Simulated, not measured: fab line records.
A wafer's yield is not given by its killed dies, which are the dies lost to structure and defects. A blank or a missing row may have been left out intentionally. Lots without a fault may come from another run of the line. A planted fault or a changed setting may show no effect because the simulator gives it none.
Which of the tools did it? / flow n5 finfet / 9 lots, 27 wafers sampled, at 6 steps of a route of 1938

WHAT THE GAUGES READ, wafer by wafer
N5_FIN_CUT_CD_MEAS_08 targets a cd of 29.1 nm.
lot=L547; measured=day 2 03:13; on=cd sem-03; cd nm (nm)=29.08 28.91 29.05
lot=L551; measured=day 3 04:02; on=cd sem-01; cd nm (nm)=28.79 28.98 29.33
lot=L558; measured=day 5 00:00; on=cd sem-03; cd nm (nm)=29.06 29.29 29.33
lot=L561; measured=day 5 16:10; on=cd sem-02; cd nm (nm)=29.02 29.01 29.16
lot=L564; measured=day 6 08:40; on=cd sem-01; cd nm (nm)=28.88 29.62 29.03
lot=L566; measured=day 6 21:55; on=cd sem-01; cd nm (nm)=29.04 29.24 29.04
lot=L568; measured=day 7 10:51; on=cd sem-02; cd nm (nm)=28.89 28.71 29.32
lot=L569; measured=day 7 17:37; on=cd sem-02; cd nm (nm)=28.98 28.78 29.23
lot=L570; measured=day 7 23:47; on=cd sem-03; cd nm (nm)=29.28 29.09 29.36

N5_STI_FIN_REVEAL_FIN_H_MEAS_10.
lot=L547; measured=day 2 12:56; on=ocd-01; trench depth nm (nm)=51.6 51.6 51.9
lot=L551; measured=day 3 13:57; on=ocd-01; trench depth nm (nm)=51.9 53.5 52.5
lot=L558; measured=day 5 14:49; on=ocd-02; trench depth nm (nm)=51.4 53.1 52.7
lot=L561; measured=day 6 03:35; on=ocd-01; trench depth nm (nm)=52.0 51.2 44.2
lot=L564; measured=day 6 18:25; on=ocd-01; trench depth nm (nm)=50.5 53.5 51.4
lot=L566; measured=day 7 08:39; on=ocd-02; trench depth nm (nm)=53.4 53.0 52.8
lot=L568; measured=day 7 20:47; on=ocd-02; trench depth nm (nm)=51.3 51.9 53.3
lot=L569; measured=day 8 04:16; on=ocd-02; trench depth nm (nm)=52.4 53.9 53.3
lot=L570; measured=day 8 10:11; on=ocd-01; trench depth nm (nm)=52.7 52.5 53.1

N5_BEOL_M4_RC_MEAS_101.
lot=L547; measured=day 8 15:29; on=prober-01; DIBL_N (mV/V)=35.6 39.3 37.9; DIBL_P (mV/V)=34.3 38.9 37.1; IOFF_N (nA/um)=0.13 0.22 0.19; IOFF_N_85C (nA/um)=2.7 4.2 3.7; IOFF_N_LIN (nA/um)=0.063 0.092 0.082; IOFF_P (nA/um)=0.14 0.20 0.18; IOFF_P_85C (nA/um)=2.5 3.5 3.2; IOFF_P_LIN (nA/um)=0.070 0.091 0.086; ION_N (uA/um)=654 684 686; ION_P (uA/um)=441 455 455; REXT_N (ohm.um)=76.1 74.2 76.3; REXT_P (ohm.um)=103.6 100.5 102.6; SS_N (mV/dec)=71.5 73.0 72.5; SS_P (mV/dec)=72.4 73.8 73.3; VT_N (mV)=255 247 249; VT_P (mV)=-257 -256 -254
lot=L551; measured=day 9 08:56; on=prober-02; DIBL_N (mV/V)=39.0 32.9 37.2; DIBL_P (mV/V)=37.7 31.1 35.9; IOFF_N (nA/um)=0.24 0.12 0.20; IOFF_N_85C (nA/um)=4.3 2.4 3.8; IOFF_N_LIN (nA/um)=0.095 0.057 0.088; IOFF_P (nA/um)=0.23 0.15 0.21; IOFF_P_85C (nA/um)=4.0 2.7 3.7; IOFF_P_LIN (nA/um)=0.108 0.081 0.101; ION_N (uA/um)=679 672 688; ION_P (uA/um)=456 463 465; REXT_N (ohm.um)=74.9 72.8 72.8; REXT_P (ohm.um)=106.5 103.3 105.7; SS_N (mV/dec)=72.0 70.8 72.7; SS_P (mV/dec)=74.2 72.4 73.9; VT_N (mV)=245 255 245; VT_P (mV)=-248 -252 -248
lot=L558; measured=day 11 11:31; on=prober-02; DIBL_N (mV/V)=34.3 39.5 32.7; DIBL_P (mV/V)=34.2 41.3 31.6; IOFF_N (nA/um)=0.13 0.25 0.11; IOFF_N_85C (nA/um)=2.6 4.5 2.3; IOFF_N_LIN (nA/um)=0.064 0.110 0.055; IOFF_P (nA/um)=0.17 0.31 0.14; IOFF_P_85C (nA/um)=3.1 5.0 2.6; IOFF_P_LIN (nA/um)=0.089 0.138 0.079; ION_N (uA/um)=660 712 669; ION_P (uA/um)=454 480 457; REXT_N (ohm.um)=76.5 76.2 73.9; REXT_P (ohm.um)=105.8 105.3 105.6; SS_N (mV/dec)=71.3 72.6 70.9; SS_P (mV/dec)=71.9 74.3 72.1; VT_N (mV)=251 242 253; VT_P (mV)=-253 -243 -254
lot=L561; measured=day 11 15:32; on=prober-01; DIBL_N (mV/V)=33.4 32.9 87.4; DIBL_P (mV/V)=32.6 31.6 47.3; IOFF_N (nA/um)=0.11 0.10 10.93; IOFF_N_85C (nA/um)=2.4 2.1 107.4; IOFF_N_LIN (nA/um)=0.057 0.048 0.230; IOFF_P (nA/um)=0.17 0.15 1.47; IOFF_P_85C (nA/um)=3.1 2.8 18.6; IOFF_P_LIN (nA/um)=0.085 0.079 0.151; ION_N (uA/um)=661 643 597; ION_P (uA/um)=455 453 408; REXT_N (ohm.um)=75.5 74.4 81.5; REXT_P (ohm.um)=105.6 103.8 112.5; SS_N (mV/dec)=71.3 70.7 136.4; SS_P (mV/dec)=72.1 72.0 89.9; VT_N (mV)=254 260 252; VT_P (mV)=-250 -253 -248
lot=L564; measured=day 12 05:58; on=prober-01; DIBL_N (mV/V)=33.1 32.3 33.5; DIBL_P (mV/V)=32.2 31.9 33.4; IOFF_N (nA/um)=0.11 0.11 0.13; IOFF_N_85C (nA/um)=2.3 2.3 2.6; IOFF_N_LIN (nA/um)=0.056 0.057 0.060; IOFF_P (nA/um)=0.15 0.15 0.16; IOFF_P_85C (nA/um)=2.7 2.8 3.0; IOFF_P_LIN (nA/um)=0.075 0.079 0.083; ION_N (uA/um)=662 682 668; ION_P (uA/um)=448 472 456; REXT_N (ohm.um)=76.8 76.5 77.5; REXT_P (ohm.um)=105.1 103.7 102.9; SS_N (mV/dec)=69.8 70.4 71.0; SS_P (mV/dec)=71.9 73.0 72.7; VT_N (mV)=252 253 251; VT_P (mV)=-255 -253 -251
lot=L566; measured=day 12 22:39; on=prober-01; DIBL_N (mV/V)=36.2 37.5 37.8; DIBL_P (mV/V)=36.9 38.8 38.8; IOFF_N (nA/um)=0.18 0.21 0.20; IOFF_N_85C (nA/um)=3.4 3.8 3.7; IOFF_N_LIN (nA/um)=0.083 0.092 0.087; IOFF_P (nA/um)=0.22 0.25 0.24; IOFF_P_85C (nA/um)=3.8 4.2 4.1; IOFF_P_LIN (nA/um)=0.103 0.114 0.112; ION_N (uA/um)=694 697 696; ION_P (uA/um)=472 472 471; REXT_N (ohm.um)=71.6 72.9 72.5; REXT_P (ohm.um)=101.6 101.5 103.3; SS_N (mV/dec)=72.3 72.2 72.2; SS_P (mV/dec)=72.9 73.3 73.0; VT_N (mV)=247 246 245; VT_P (mV)=-249 -249 -245
lot=L568; measured=day 13 15:49; on=prober-01; DIBL_N (mV/V)=40.6 38.2 36.6; DIBL_P (mV/V)=40.7 37.9 36.7; IOFF_N (nA/um)=0.28 0.23 0.18; IOFF_N_85C (nA/um)=5.1 4.3 3.5; IOFF_N_LIN (nA/um)=0.114 0.100 0.085; IOFF_P (nA/um)=0.31 0.25 0.22; IOFF_P_85C (nA/um)=5.1 4.2 3.8; IOFF_P_LIN (nA/um)=0.137 0.117 0.105; ION_N (uA/um)=709 708 702; ION_P (uA/um)=480 479 478; REXT_N (ohm.um)=72.4 73.6 73.3; REXT_P (ohm.um)=100.0 102.5 101.6; SS_N (mV/dec)=73.2 72.2 72.0; SS_P (mV/dec)=74.6 73.6 73.9; VT_N (mV)=241 244 246; VT_P (mV)=-246 -245 -247
lot=L569; measured=day 14 15:19; on=prober-01; DIBL_N (mV/V)=35.5 32.7 35.4; DIBL_P (mV/V)=35.0 31.9 36.6; IOFF_N (nA/um)=0.15 0.11 0.16; IOFF_N_85C (nA/um)=3.0 2.3 3.1; IOFF_N_LIN (nA/um)=0.070 0.057 0.078; IOFF_P (nA/um)=0.23 0.18 0.25; IOFF_P_85C (nA/um)=3.9 3.2 4.1; IOFF_P_LIN (nA/um)=0.114 0.099 0.120; ION_N (uA/um)=676 672 688; ION_P (uA/um)=468 472 474; REXT_N (ohm.um)=74.5 73.8 76.7; REXT_P (ohm.um)=100.4 100.5 104.1; SS_N (mV/dec)=71.7 70.3 71.5; SS_P (mV/dec)=73.1 71.7 72.9; VT_N (mV)=254 254 249; VT_P (mV)=-243 -247 -244
lot=L570; measured=day 14 14:02; on=prober-02; DIBL_N (mV/V)=38.0 36.1 36.0; DIBL_P (mV/V)=40.0 37.1 36.9; IOFF_N (nA/um)=0.22 0.18 0.17; IOFF_N_85C (nA/um)=4.2 3.6 3.4; IOFF_N_LIN (nA/um)=0.101 0.085 0.080; IOFF_P (nA/um)=0.26 0.23 0.21; IOFF_P_85C (nA/um)=4.4 3.9 3.6; IOFF_P_LIN (nA/um)=0.118 0.109 0.103; ION_N (uA/um)=710 701 689; ION_P (uA/um)=477 476 467; REXT_N (ohm.um)=75.4 75.4 75.5; REXT_P (ohm.um)=101.8 99.1 100.5; SS_N (mV/dec)=72.6 71.7 71.4; SS_P (mV/dec)=73.7 73.3 73.6; VT_N (mV)=242 247 246; VT_P (mV)=-247 -250 -250

WHICH TOOL RAN EACH LOT (tool, then ch and the chambers of the sampled wafers, then the start)
lot=L547; N5_STI_FIN_REVEAL_ALD_14=ald sin-02 ch 0,1,3, day 2 04:20; N5_STI_FIN_REVEAL_ETCHBACK_08=rie diel-01 ch 1,3, day 2 09:55; N5_DUMMY_GATE_CMP_04=cmp-03 ch 1,3, day 2 17:17
lot=L551; N5_STI_FIN_REVEAL_ALD_14=ald sin-04 ch 0,1,3, day 3 05:14; N5_STI_FIN_REVEAL_ETCHBACK_08=rie diel-01 ch 0,1,2, day 3 10:53; N5_DUMMY_GATE_CMP_04=cmp-03 ch 0,2,3, day 3 19:48
lot=L558; N5_STI_FIN_REVEAL_ALD_14=ald sin-01 ch 0,1, day 5 06:09; N5_STI_FIN_REVEAL_ETCHBACK_08=rie diel-05 ch 0,1,2, day 5 11:50; N5_DUMMY_GATE_CMP_04=cmp-03 ch 2,3, day 5 18:50
lot=L561; N5_STI_FIN_REVEAL_ALD_14=ald sin-02 ch 1,3, day 5 17:32; N5_STI_FIN_REVEAL_ETCHBACK_08=rie diel-01 ch 1,2,3, day 5 23:54; N5_DUMMY_GATE_CMP_04=cmp-03 ch 2,3, day 6 09:29
lot=L564; N5_STI_FIN_REVEAL_ALD_14=ald sin-04 ch 0,1,3, day 6 09:47; N5_STI_FIN_REVEAL_ETCHBACK_08=rie diel-05 ch 0,3, day 6 15:22; N5_DUMMY_GATE_CMP_04=cmp-03 ch 0,1,3, day 7 00:28
lot=L566; N5_STI_FIN_REVEAL_ALD_14=ald sin-01 ch 0,2, day 6 23:50; N5_STI_FIN_REVEAL_ETCHBACK_08=rie diel-03 ch 0,1,3, day 7 05:41; N5_DUMMY_GATE_CMP_04=cmp-02 ch 0,2,3, day 7 12:51
lot=L568; N5_STI_FIN_REVEAL_ALD_14=ald sin-02 ch 0,1, day 7 12:07; N5_STI_FIN_REVEAL_ETCHBACK_08=rie diel-05 ch 0,2,3, day 7 17:50; N5_DUMMY_GATE_CMP_04=cmp-01 ch 0,2,3, day 8 00:55
lot=L569; N5_STI_FIN_REVEAL_ALD_14=ald sin-01 ch 0,2,3, day 7 19:41; N5_STI_FIN_REVEAL_ETCHBACK_08=rie diel-05 ch 0,1,2, day 8 01:16; N5_DUMMY_GATE_CMP_04=cmp-03 ch 0,1,2, day 8 08:22
lot=L570; N5_STI_FIN_REVEAL_ALD_14=ald sin-04 ch 0,3, day 8 01:34; N5_STI_FIN_REVEAL_ETCHBACK_08=rie diel-03 ch 0,2,3, day 8 07:14; N5_DUMMY_GATE_CMP_04=cmp-02 ch 0,1, day 8 14:43
- N5_STI_FIN_REVEAL_ALD_14: deposits Si3N4, target thk 3 nm.
- N5_STI_FIN_REVEAL_ETCHBACK_08: etches SiO2 in C4F6/O2, target depth 30.5 nm, time 10.167 s.
- N5_DUMMY_GATE_CMP_04: polishes a-Si.

AS READ BY THE TOOLS THEMSELVES (means over the sampled wafers that have a number; for cases with no such wafer, the mark the record gives instead)
N5_STI_FIN_REVEAL_ALD_14.
lot=L547; tool=ald sin-02; heater power w (W)=828
lot=L551; tool=ald sin-04; heater power w (W)=849
lot=L558; tool=ald sin-01; heater power w (W)=794
lot=L561; tool=ald sin-02; heater power w (W)=891
lot=L564; tool=ald sin-04; heater power w (W)=839
lot=L566; tool=ald sin-01; heater power w (W)=811
lot=L568; tool=ald sin-02; heater power w (W)=893
lot=L569; tool=ald sin-01; heater power w (W)=830
lot=L570; tool=ald sin-04; heater power w (W)=856

N5_STI_FIN_REVEAL_ETCHBACK_08.
lot=L547; tool=rie diel-01; O2_flow_sccm (sccm)=9.995; drypump motor current A (A)=5.6; oes product au (a.u.)=0.80; rf vpp V (V)=668; showerhead plenum p Torr (Torr)=2.90; throttle valve pct (%)=21.04
lot=L551; tool=rie diel-01; O2_flow_sccm (sccm)=9.980; drypump motor current A (A)=6.1; oes product au (a.u.)=0.80; rf vpp V (V)=660; showerhead plenum p Torr (Torr)=2.96; throttle valve pct (%)=21.28
lot=L558; tool=rie diel-05; O2_flow_sccm (sccm)=10.003; drypump motor current A (A)=5.8; oes product au (a.u.)=0.90; rf vpp V (V)=662; showerhead plenum p Torr (Torr)=2.85; throttle valve pct (%)=21.12
lot=L561; tool=rie diel-01; O2_flow_sccm (sccm)=10.014; drypump motor current A (A)=5.7; oes product au (a.u.)=0.72; rf vpp V (V)=654; showerhead plenum p Torr (Torr)=2.88; throttle valve pct (%)=21.28
lot=L564; tool=rie diel-05; O2_flow_sccm (sccm)=10.003; drypump motor current A (A)=5.6; oes product au (a.u.)=0.83; rf vpp V (V)=663; showerhead plenum p Torr (Torr)=2.79; throttle valve pct (%)=21.06
lot=L566; tool=rie diel-03; O2_flow_sccm (sccm)=10.006; drypump motor current A (A)=5.5; oes product au (a.u.)=0.77; rf vpp V (V)=668; showerhead plenum p Torr (Torr)=2.85; throttle valve pct (%)=21.38
lot=L568; tool=rie diel-05; O2_flow_sccm (sccm)=10.005; drypump motor current A (A)=5.6; oes product au (a.u.)=0.89; rf vpp V (V)=663; showerhead plenum p Torr (Torr)=2.79; throttle valve pct (%)=21.22
lot=L569; tool=rie diel-05; O2_flow_sccm (sccm)=9.982; drypump motor current A (A)=5.8; oes product au (a.u.)=0.86; rf vpp V (V)=662; showerhead plenum p Torr (Torr)=2.84; throttle valve pct (%)=21.15
lot=L570; tool=rie diel-03; O2_flow_sccm (sccm)=9.981; drypump motor current A (A)=5.6; oes product au (a.u.)=0.77; rf vpp V (V)=659; showerhead plenum p Torr (Torr)=2.86; throttle valve pct (%)=21.30

N5_DUMMY_GATE_CMP_04.
lot=L547; tool=cmp-03; motor current A (A)=10.4; retaining ring pressure frac=0.993; slurry filter dp kPa (kPa)=13.57; time to endpoint s (s)=9.5
lot=L551; tool=cmp-03; motor current A (A)=11.0; retaining ring pressure frac=0.998; slurry filter dp kPa (kPa)=13.61; time to endpoint s (s)=11.9
lot=L558; tool=cmp-03; motor current A (A)=9.8; retaining ring pressure frac=0.996; slurry filter dp kPa (kPa)=13.51; time to endpoint s (s)=8.1
lot=L561; tool=cmp-03; motor current A (A)=9.7; retaining ring pressure frac=1.001; slurry filter dp kPa (kPa)=13.53; time to endpoint s (s)=10.1
lot=L564; tool=cmp-03; motor current A (A)=10.7; retaining ring pressure frac=0.999; slurry filter dp kPa (kPa)=13.57; time to endpoint s (s)=10.9
lot=L566; tool=cmp-02; motor current A (A)=9.6; retaining ring pressure frac=1.001; slurry filter dp kPa (kPa)=13.43; time to endpoint s (s)=13.4
lot=L568; tool=cmp-01; motor current A (A)=9.5; retaining ring pressure frac=1.003; slurry filter dp kPa (kPa)=13.51; time to endpoint s (s)=12.3
lot=L569; tool=cmp-03; motor current A (A)=10.3; retaining ring pressure frac=0.996; slurry filter dp kPa (kPa)=13.55; time to endpoint s (s)=8.5
lot=L570; tool=cmp-02; motor current A (A)=9.3; retaining ring pressure frac=0.999; slurry filter dp kPa (kPa)=13.56; time to endpoint s (s)=15.2

THE ANSWER, worked out from the rows above alone
Rule: what is usual is taken from the lots themselves. The widest of any qualifying gaps counts: lots, ordered by their means at a reading, are off when they make up no more than a third of the lots, leave a main group of 4 or more, and stand apart from it by 3 or more times the standard deviation of that group's means. Not used: any main group whose means are identical at the precision the tables above print for the reading. A lot without any number at a reading at which 4 lots or more have one is off too. All remaining lots with rows at the step are treated as sound. After the gauges, taken in route order, come the tools' own readings; for these a lot's mean is taken, as printed above. At the first step where some lot is off, the reading lying furthest off is the one used; lots without a number count as furthest.
Off, at N5_STI_FIN_REVEAL_FIN_H_MEAS_10 on trench depth nm: L561. Main group: mean 52.5 nm, sd 0.52.
If a tool, at a process step before that reading, ran all the lots that are off and no sound lot after the first of them, it fits. Not tried: the gauges at N5_STI_FIN_REVEAL_FIN_H_MEAS_10; whatever is off there is also off at N5_BEOL_M4_RC_MEAS_101, on other tools, and gauge error can't account for it. One fits: rie diel-01 at N5_STI_FIN_REVEAL_ETCHBACK_08. A fault onset in the window from L551 (day 3 10:53, its last sound lot) to L561 (day 5 23:54, its first lot off) fits.

WHAT THE SIMULATOR HAD PUT IN
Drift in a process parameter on rie diel-01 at N5_STI_FIN_REVEAL_ETCHBACK_08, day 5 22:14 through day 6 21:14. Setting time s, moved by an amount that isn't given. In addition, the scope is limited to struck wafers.
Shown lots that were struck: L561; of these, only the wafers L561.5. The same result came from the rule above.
